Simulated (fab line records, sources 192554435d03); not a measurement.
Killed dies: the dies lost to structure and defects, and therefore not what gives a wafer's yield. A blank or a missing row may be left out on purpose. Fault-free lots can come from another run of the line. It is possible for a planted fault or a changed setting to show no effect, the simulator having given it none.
fab line records | flow n5-finfet
record lots=4 wafers=12 last-day=17
route steps=1938 shown BEOL_M1@756 BEOL_M4@1111 PASSIVATION@1936
lots with no fault: from the same line, run without faults
start-h: start of the lot's first displayed wafer, in hours after the record's first day | wait-h: time in hours since the lot's previous step | " unchanged from the row above | L1.1+2: a single row standing in for several wafers | - value missing, or start not given | * or withheld: withheld | < > ~ a bound
route shown NAME@n: names a module that has steps shown in the file, with the first one's number in the route | usual: mean and standard deviation over wafers with no fault | same: alike in all rows | chamber/n: place in a boat | sites: per-site readings | _std_site: how widely they spread, as a standard deviation | _edge_site: the outer-site mean with the inner-site mean subtracted | radius-mm: for every site, how far away it sits from the centre of the wafer | mask NAME#n: copy n | behind: the last tool/chamber to shape the wafer | hold: cause of the lot's hold/its duration in hours/its outcome | device: the n, p or np transistor that did not switch | end of line: at the end of the route, the tests of the same wafers | a step without rows: its recipe alone | killed: dies that structure and defects cost at the first sort, which is not the same as the wafer's yield | map: per-die view of a wafer (x killed, . not killed, _ where there is no die)
set.NAME: the setting that was run; set.NAME@STEP: the one run at that earlier step | model.NAME: the simulator's own value behind a step, which no gauge read
lots seen at some steps along the route; tables by step, rows by wafer
services: the hour from which a tool's chamber was out of use, counted from the record's first day as start-h (under 0 if before that day), plus the number of hours and why
## steps
# step N5_BEOL_M1_COAT_62
# recipe resist=SiARC temp-c=220 time-s=60 spin-rpm=1500 resist-thk-nm=12
# step N5_BEOL_M1_COAT_73
# recipe resist=underlayer temp-c=205 time-s=60 spin-rpm=1500 resist-thk-nm=5
# step N5_BEOL_M1_COAT_05
# recipe resist=CAR-EUV spin-rpm=1500 resist-thk-nm=30
# step N5_BEOL_M1_EBR_07
# recipe solvent=PGMEA ebr-width-mm=1.5
# step N5_BEOL_M1_SOFTBAKE_06
# recipe temp-c=110 time-s=60 resist=CAR-EUV
# step N5_BEOL_M1_EXPOSE_08
# recipe mask-id=M1 na=0.33 source-shape=dipole sigma-inner=0.369 sigma-outer=0.767 polarization=unpolarized dose-mj=33
# step N5_BEOL_M1_PEB_09
# recipe peb-temp-c=100 peb-time-s=60 resist=CAR-EUV
# step N5_BEOL_M1_DEVELOP_10
# recipe develop-time-s=30 developer=TMAH resist=CAR-EUV rinse-liquid=surfactant-rinse dry=air-spin dev-temp-c=23
# step N5_BEOL_M1_DESCUM_16
# recipe chemistry=O2 time-s=7 source-power-w=50 bias-power-w=20 pressure-mtorr=20 rf-frequency-hz=2.712e+07 temp-c=40 resist=CAR-EUV o2-flow-sccm=225
# step N5_BEOL_M1_ETCH_74
# recipe chemistry=N2/H2 target=underlayer target-depth-a=65 mask-material=CAR-EUV time-s=5.2 ion-energy-ev=200 pressure-mtorr=30 source-w=840 bias-w=150 n2-flow-sccm=200 h2-flow-sccm=200 ends=cleared
# usual chamber-pressure-mTorr=30.00/0.042 drypump-motor-current-A=5.6/0.34 etch-rf-on-time-s=5.23/0.1 oes-product-au=0.67/0.062 rf-vpp-V=523.7/2.1 showerhead-plenum-p-Torr=2.55/0.066 throttle-valve-pct=17.94/0.2
# columns lot.wafer tool chamber start-h wait-h chamber-pressure-mTorr drypump-motor-current-A etch-rf-on-time-s oes-product-au rf-hours-counter-h rf-vpp-V showerhead-plenum-p-Torr throttle-valve-pct
L282.2 rie-diel-02 2 130.63 0.0 29.99 5.5 5.16 0.62 186 522.8 2.55 17.92
L282.4 " 2 " " 30.08 5.5 5.17 0.62 - 523.2 2.55 17.90
L282.5 " 3 " " 29.89 5.2 5.08 0.72 - 523.0 2.60 17.62
L291.2 rie-diel-02 1 192.69 0.0 29.97 6.1 5.24 0.76 44 525.3 2.59 18.17
L291.4 " 3 " " 30.03 5.2 5.16 0.69 80 524.3 2.60 17.64
L291.5 " 3 " " 30.05 5.2 5.13 0.71 - 526.6 2.60 17.65
L296.1 rie-diel-02 0 215.96 0.0 29.99 5.5 5.04 0.78 22 524.8 2.61 18.09
L296.5 " 0 " " 30.05 5.5 5.03 0.78 - 525.1 2.61 18.08
L296.6 " 1 " " 29.99 6.1 5.20 0.75 - 523.7 2.59 18.21
L301.3 rie-diel-04 0 266.28 0.0 30.02 5.9 5.42 0.59 239 522.3 2.50 17.73
L301.5 " 0 " " 29.97 5.9 5.41 0.58 - 522.5 2.50 17.70
L301.6 " 1 " " 29.99 5.9 5.41 0.67 - 522.8 2.46 17.77
# step N5_BEOL_M1_ETCH_63
# recipe chemistry=CF4 target=SiARC target-depth-a=156 mask-material=CAR-EUV time-s=26 ion-energy-ev=80 pressure-mtorr=40 source-w=545 bias-w=36 Ar_flow_sccm=100 cf4-flow-sccm=100 ends=cleared
# step N5_BEOL_M1_ETCH_64
# recipe chemistry=N2/H2 target=SOC target-depth-a=750 overetch-a=150 mask-material=SiARC temp-c=40 time-s=112.5 ion-energy-ev=200 pressure-mtorr=30 source-w=840 bias-w=150 n2-flow-sccm=200 h2-flow-sccm=200
# step N5_BEOL_M1_STRIP_65
# recipe chemistry=N2/H2 temp-c=40 n2-flow-sccm=200 h2-flow-sccm=200 rf-frequency-hz=6e+07
# step N5_BEOL_M1_STRIP_75
# recipe chemistry=N2/H2 temp-c=40 n2-flow-sccm=200 h2-flow-sccm=200 rf-frequency-hz=6e+07
# step N5_BEOL_M1_STRIP_66
# recipe chemistry=CF4 resist=SiARC power-w=300 bias-power-w=75 pressure-mtorr=50 cf4-flow-sccm=150 rf-frequency-hz=6e+07
# step N5_BEOL_M1_HM_OPEN_17
# recipe chemistry=Cl2/BCl3 target-depth-a=200 overetch-a=60 target=TiN mask-material=SOC ion-energy-ev=150 pressure-mtorr=10 icp-w=1000 bias-w=126 Cl2_flow_sccm=53.25 bcl3-flow-sccm=21.75 Ar_flow_sccm=25
# step N5_BEOL_M1_STRIP_19
# recipe chemistry=O2 power-w=400 temp-c=40 pressure-mtorr=30 rf-frequency-hz=6e+07 bias-power-w=0 overash-fraction=0.2 o2-flow-sccm=225
# step N5_BEOL_M1_COAT_67
# recipe resist=SOC temp-c=250 time-s=60 spin-rpm=1500 resist-thk-nm=60
# step N5_BEOL_M1_COAT_68
# recipe resist=SiARC temp-c=220 time-s=60 spin-rpm=1500 resist-thk-nm=12
# step N5_BEOL_M1_COAT_76
# recipe resist=underlayer temp-c=205 time-s=60 spin-rpm=1500 resist-thk-nm=5
# step N5_BEOL_M1_COAT_22
# recipe resist=CAR-EUV spin-rpm=1500 resist-thk-nm=30
# step N5_BEOL_M1_EBR_24
# recipe solvent=PGMEA ebr-width-mm=1.5
# step N5_BEOL_M1_SOFTBAKE_23
# recipe temp-c=110 time-s=60 resist=CAR-EUV
# step N5_BEOL_M1_EXPOSE_25
# recipe mask-id=V0 na=0.33 source-shape=quasar sigma-inner=0.2 sigma-outer=0.8 polarization=unpolarized defocus-nm=5 target-cd-nm=24 dose-mj=63
# step N5_BEOL_M1_PEB_26
# recipe peb-temp-c=100 peb-time-s=60 resist=CAR-EUV
# step N5_BEOL_M1_DEVELOP_27
# recipe develop-time-s=30 developer=TMAH resist=CAR-EUV rinse-liquid=surfactant-rinse dry=air-spin dev-temp-c=23
# step N5_BEOL_M1_INSPECT_30
# recipe mode=adi inspect-instrument=brightfield
# usual raw-defect-count=397/86
# columns lot.wafer tool chamber start-h wait-h raw-defect-count
L282.2 defect-inspect-01 - 131.43 0.0 304
L282.4 " - " " 325
L282.5 " - " " 306
L291.2 defect-inspect-01 - 193.51 0.0 907
L291.4 " - " " 1128
L291.5 " - " " 928
L296.1 defect-inspect-02 - 216.79 0.1 981
L296.5 " - " " 1148
L296.6 " - " " 1039
L301.3 defect-inspect-02 - 267.09 0.0 392
L301.5 " - " " 376
L301.6 " - " " 377
# step N5_BEOL_M1_DESCUM_33
# recipe chemistry=O2 time-s=7 source-power-w=50 bias-power-w=20 pressure-mtorr=20 rf-frequency-hz=2.712e+07 temp-c=40 resist=CAR-EUV o2-flow-sccm=225
# step N5_BEOL_M4_RC_MEAS_101
# usual DIBL_N=37.0/1.7 DIBL_P=36.7/2 IOFF_N=0.17/0.035 IOFF_P=0.22/0.035 ION_N=672/12 ION_P=461/7.5 SS_N=71.6/0.67 SS_P=73.4/0.64 VT_N=250/3.5 VT_P=-250/3.5
# columns lot.wafer tool chamber start-h wait-h DIBL_N[mV/V] DIBL_P[mV/V] IOFF_N[nA/um] IOFF_P[nA/um] ION_N[uA/um] ION_P[uA/um] SS_N[mV/dec] SS_P[mV/dec] VT_N[mV] VT_P[mV]
L282.2 prober-01 0 169.06 0.2 36.6 36.5 0.17 0.27 679 468 71.9 73.0 251 -240
L282.4 " 0 " " 36.4 34.7 0.15 0.23 674 467 71.8 73.6 250 -244
L282.5 " 0 " " 36.4 35.1 0.17 0.24 673 467 71.2 72.9 251 -242
L291.2 prober-02 0 227.12 0.2 34.6 34.7 0.13 0.17 674 457 70.9 72.6 254 -256
L291.4 " 0 " " 35.8 36.6 0.15 0.20 667 457 71.6 73.4 254 -252
L291.5 " 0 " " 37.8 39.5 0.19 0.24 686 469 71.2 74.7 252 -250
L296.1 prober-02 0 249.90 0.0 36.6 37.1 0.16 0.24 677 475 71.6 73.8 249 -249
L296.5 " 0 " " 36.8 37.0 0.16 0.22 665 460 71.4 73.8 251 -250
L296.6 " 0 " " 34.7 34.8 0.13 0.20 663 466 71.3 72.8 252 -250
L301.3 prober-01 0 300.52 0.3 37.0 35.4 0.15 0.20 657 453 72.2 72.5 253 -251
L301.5 " 0 " " 37.8 37.5 0.17 0.24 674 470 71.9 73.4 247 -248
L301.6 " 0 " " 37.2 35.4 0.15 0.21 646 448 72.3 72.8 255 -250
# step N5_PASSIVATION_PROBE_49
# usual defect-limited-yield=91.1/1.3 killed_at_M0_to_M3=35/11 killed_at_M4_up=13/5.4 killed-at-contacts=14/6.5 killed-at-front-end=41/11 killed-at-other=4/3.1 killed-dies=106/15 killed-on-rim=14/3.7 killed-open=69/12 killed-short=35/7 sort_bin_5_function=5.2/0.86 sort_bin_6_memory=3.4/0.64 sort-n-pass=1074/15 sort-yield-pct=91.0/1.3
# same gross-dies=1180 killed-at-back-side=0 sort_bin_4_leakage[%]=0 sort_bin_8_speed[%]=0
# columns lot.wafer tool chamber start-h wait-h defect-limited-yield[%] killed_at_M0_to_M3 killed_at_M4_up killed-at-contacts killed-at-front-end killed-at-other killed-dies killed-on-rim killed-open killed-short sort_bin_5_function[%] sort_bin_6_memory[%] sort-n-pass sort-yield-pct[%]
L282.2 prober-02 - 273.11 0.1 93.0 31 9 7 35 1 83 8 39 44 3.8 3.1 1097 93.0
L282.4 prober-02 - 273.21 0.2 92.2 29 16 9 38 0 92 9 60 30 4.2 3.1 1088 92.2
L282.5 prober-02 - 273.26 0.2 90.3 35 13 15 51 0 114 17 67 44 5.6 3.7 1066 90.3
L291.2 prober-01 - 321.52 0.1 84.6 114 13 13 35 7 182 28 75 34 9.1 4.1 998 84.6
L291.4 prober-01 - 321.62 0.2 82.2 139 12 20 36 3 210 30 63 38 10.9 5.1 970 82.2
L291.5 prober-01 - 321.67 0.2 80.6 135 12 28 48 6 229 35 86 36 11.6 5.5 951 80.6
L296.1 prober-01 - 348.75 0.0 80.8 170 2 14 36 4 226 20 68 32 12.2 4.8 954 80.8
L296.5 prober-01 - 348.95 0.2 77.6 194 8 18 42 2 264 16 84 52 13.3 5.9 916 77.6
L296.6 prober-01 - 349.00 0.3 83.7 123 8 21 35 5 192 27 72 38 9.7 4.8 988 83.7
L301.3 prober-01 - 407.79 0.1 92.5 26 7 21 33 2 89 16 57 32 5.1 2.4 1091 92.5
L301.5 prober-01 - 407.89 0.2 88.5 48 17 29 35 7 136 13 106 30 6.7 4.5 1044 88.5
L301.6 prober-01 - 407.94 0.3 91.4 32 5 17 42 6 102 20 73 29 5.5 3.1 1078 91.4
# killed by level:class
L282.2 BEOL_M1:geometric-particle:short=11 BEOL_M3:geometric-particle:open=8 FIN_SAQP:geometric-particle:short=7 BEOL_M3:geometric-particle:short=6 FIN_SAQP:geometric-particle:open=5 MOL_CONTACT_COAG:geometric-particle:short=4 STI_FIN_REVEAL:geometric-particle:open=4 STARTING-WAFER:geometric-particle:short=4
L282.4 BEOL_M4:geometric-particle:open=11 FIN_SAQP:geometric-particle:short=9 BEOL_M1:geometric-particle:open=8 BEOL_M3:geometric-particle:open=8 STI_FIN_REVEAL:geometric-particle:open=6 MOL_CONTACT_COAG:geometric-particle:open=5 GATE_CUT:geometric-particle:short=4 GATE_CUT:geometric-particle:open=4
L282.5 FIN_SAQP:geometric-particle:short=16 FIN_SAQP:geometric-particle:open=9 BEOL_M3:geometric-particle:open=9 MOL_CONTACT_COAG:geometric-particle:open=8 BEOL_M0:geometric-particle:short=7 STI_FIN_REVEAL:geometric-particle:open=6 DUMMY_GATE:geometric-particle:open=6 MOL_CONTACT_COAG:geometric-particle:short=6
L291.2 BEOL_M1:unspecified=72 STI_FIN_REVEAL:geometric-particle:open=12 MOL_CONTACT_COAG:geometric-particle:open=12 BEOL_M0_SAQP:geometric-particle:open=10 BEOL_M1:geometric-particle:open=9 BEOL_M1:geometric-particle:short=8 DUMMY_GATE:geometric-particle:open=6 BEOL_M0_SAQP:geometric-particle:short=5
L291.4 BEOL_M1:unspecified=106 MOL_CONTACT_COAG:geometric-particle:open=14 BEOL_M1:geometric-particle:open=8 GATE_CUT:geometric-particle:short=7 BEOL_M0:geometric-particle:open=7 MOL_CONTACT_COAG:geometric-particle:short=6 BEOL_M3:geometric-particle:open=5 STARTING-WAFER:geometric-particle:short=5
L291.5 BEOL_M1:unspecified=104 MOL_CONTACT_COAG:geometric-particle:open=22 STI_FIN_REVEAL:geometric-particle:open=15 BEOL_M0_SAQP:geometric-particle:open=9 FIN_SAQP:geometric-particle:open=8 GATE_CUT:geometric-particle:short=7 BEOL_M3:geometric-particle:open=6 BEOL_M1:geometric-particle:open=5
L296.1 BEOL_M1:unspecified=122 STI_FIN_REVEAL:geometric-particle:open=16 BEOL_M0_SAQP:geometric-particle:short=13 MOL_CONTACT_COAG:geometric-particle:open=12 BEOL_M1:geometric-particle:open=9 BEOL_M0_SAQP:geometric-particle:open=8 DUMMY_GATE:geometric-particle:open=6 BEOL_M3:geometric-particle:open=5
L296.5 BEOL_M1:unspecified=128 BEOL_M1:geometric-particle:short=19 BEOL_M1:geometric-particle:open=16 STI_FIN_REVEAL:geometric-particle:open=15 MOL_CONTACT_COAG:geometric-particle:open=15 BEOL_M0_SAQP:geometric-particle:open=10 BEOL_M0_SAQP:geometric-particle:short=9 FIN_SAQP:geometric-particle:short=7
L296.6 BEOL_M1:unspecified=79 BEOL_M1:geometric-particle:open=17 MOL_CONTACT_COAG:geometric-particle:open=16 STI_FIN_REVEAL:geometric-particle:open=11 BEOL_M0_SAQP:geometric-particle:short=9 FIN_SAQP:geometric-particle:short=6 MOL_CONTACT_COAG:geometric-particle:short=5 BEOL_M1:geometric-particle:short=5
L301.3 MOL_CONTACT_COAG:geometric-particle:open=16 BEOL_M0_SAQP:geometric-particle:short=7 BEOL_M0_SAQP:geometric-particle:open=7 FIN_SAQP:geometric-particle:open=6 STI_FIN_REVEAL:geometric-particle:open=6 GATE_CUT:geometric-particle:short=5 MOL_CONTACT_COAG:geometric-particle:short=5 BEOL_M1:geometric-particle:open=4
L301.5 MOL_CONTACT_COAG:geometric-particle:open=23 BEOL_M3:geometric-particle:open=18 STI_FIN_REVEAL:geometric-particle:open=10 BEOL_M4:geometric-particle:open=9 DUMMY_GATE:geometric-particle:open=7 BEOL_M1:geometric-particle:open=7 BEOL_M0_SAQP:geometric-particle:open=7 FIN_SAQP:geometric-particle:open=6
L301.6 STI_FIN_REVEAL:geometric-particle:open=16 MOL_CONTACT_COAG:geometric-particle:open=10 BEOL_M0_SAQP:geometric-particle:open=10 BEOL_M0_SAQP:geometric-particle:short=9 MOL_CONTACT_COAG:geometric-particle:short=7 BEOL_M3:geometric-particle:open=6 FIN_SAQP:geometric-particle:short=5 DUMMY_GATE:geometric-particle:open=5
# map L291.5 (x killed, . not)
_________________x....x......________________
______________x..........x...xxx_____________
___________xx......xx.....xx.x.....__________
__________......x..x................_________
________........x...........x........._______
_______..x...............x.x......x....______
______x.x.xx..x...x....x.....x........x._____
_____xxx.x.xx............................____
____xxxxxxx....x.x........x...xx...x......___
___xxxxxxxxx..........................xx...__
___xxxxxxxxxx.xx.............x...........x.__
__xxxxxxxxxxx...........xx.................._
__xxxxxxxxxxx.x.............x..............x_
_xxxxxxxxxxx.x.........x.xx..........x.......
_xxxxxxxxxxxx..x......................xxx....
_xxxxxxxxxx........xx...........x..x.........
_.xxxxxxxxx......................x...........
_..xx.xx.....xx..............................
_.....x.xxx........x......x........x.......xx
_..x.........................x...............
_....x..............x.x...................x.x
__....x..x...x.........x.x.................._
__.............xx....x.............x........_
___..x.............x............x..........__
___.x.....x..............x.......x.........__
____x......x...........xxx......xx..x.....___
_____.x.........x.......x.......x........____
______.....x.x..........x.xx....x..x..x._____
_______............xx...x..............______
________......................x......._______
__________.x......x.......x.x......._________
___________....................x...__________
______________x.......xx........_____________
_________________..x.........________________
# map L296.5 (x killed, . not)
_________________...........x________________
______________.................._____________
___________............xx.x.x......__________
__________...............x..xx......_________
________.....xx...x....x....x........._______
_______...xx......x......x.............______
______.......xx............xx..........._____
_____x....x.....x...x...x..x........x....____
____....................x...........x.....___
___..................x.....................__
___....xx.....x.x.....x........x.x.....x...__
__......x....................x.xx..........._
__...x.....................x......x...x....._
_.................x..xx...x..x.x.....x.xx....
_......x.x...........x...x.x.............x...
_..x....x........x..x..x..........x......x...
_.....x.....x........x..x....xx.........x...x
_.....x.xxx.xxxx..........x.x........x.......
_....xx.x.xx..x.xx.......x.......x..x........
_...x.x.x.xxxxxxx............................
_.....xxxxxxxxxxxxx.......x....x....x........
__...xx.xxxxxxxxxxxx..x..........x.xx.x..x.._
__..xx.xxxxxxxxxxx.x...x.................x.x_
___xxxxxxxxxxxxxxxxxx................x.xx.x__
___xx.xxxxxxxxxxxxx....x...............x...__
____.xx.xxxxxxxxxxxx..x..........x........___
_____.xx.xxxxxxxxx.x....xx...........x...____
______.x.xxxxxxx...x..............x....._____
_______xxxxx.xxx..x......xx.x..........______
________...x......x..................._______
__________x...........x.......x..x.._________
___________....................x..x__________
______________.......x..x......._____________
_________________............________________
## services
# columns tool chamber start-h hours kind
rie-diel-02 0 119.59 - clean
rie-diel-02 0 119.59 - consumable-replace:focus-ring
rie-diel-02 0 119.59 19.3 scheduled-down
rie-diel-02 0 119.59 19.3 vent-cycle
rie-diel-02 1 146.20 2.6 repair
rie-diel-04 1 156.15 5.6 repair
rie-diel-02 3 171.82 10.5 repair
rie-diel-02 2 199.12 3.9 repair
rie-diel-04 2 210.52 4.3 repair
rie-diel-04 0 233.13 1.3 repair
rie-diel-02 2 262.89 2.0 repair
## key
first-sign step=N5_BEOL_M1_INSPECT_30 reading=raw-defect-count direction=up sigmas=7.3 usual=397 struck=1022
effect step=N5_PASSIVATION_PROBE_49 reading=killed_at_M0_to_M3 direction=up sigmas=10 usual=35 struck=146
more-kills-born-at N5_BEOL_M1_ETCH_74@rie-diel-02=611
met-at N5_BEOL_M1_ETCH_74
struck-wafers L291.2,L291.4,L291.5,L296.1,L296.5,L296.6
onset-between 130.63 192.69
fault kind=chamber-particle-source tool=rie-diel-02 chamber=- onset-h=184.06 steps=N5_BEOL_M1_ETCH_74 rate-per-visit-cm2=0.92024 end-h=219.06
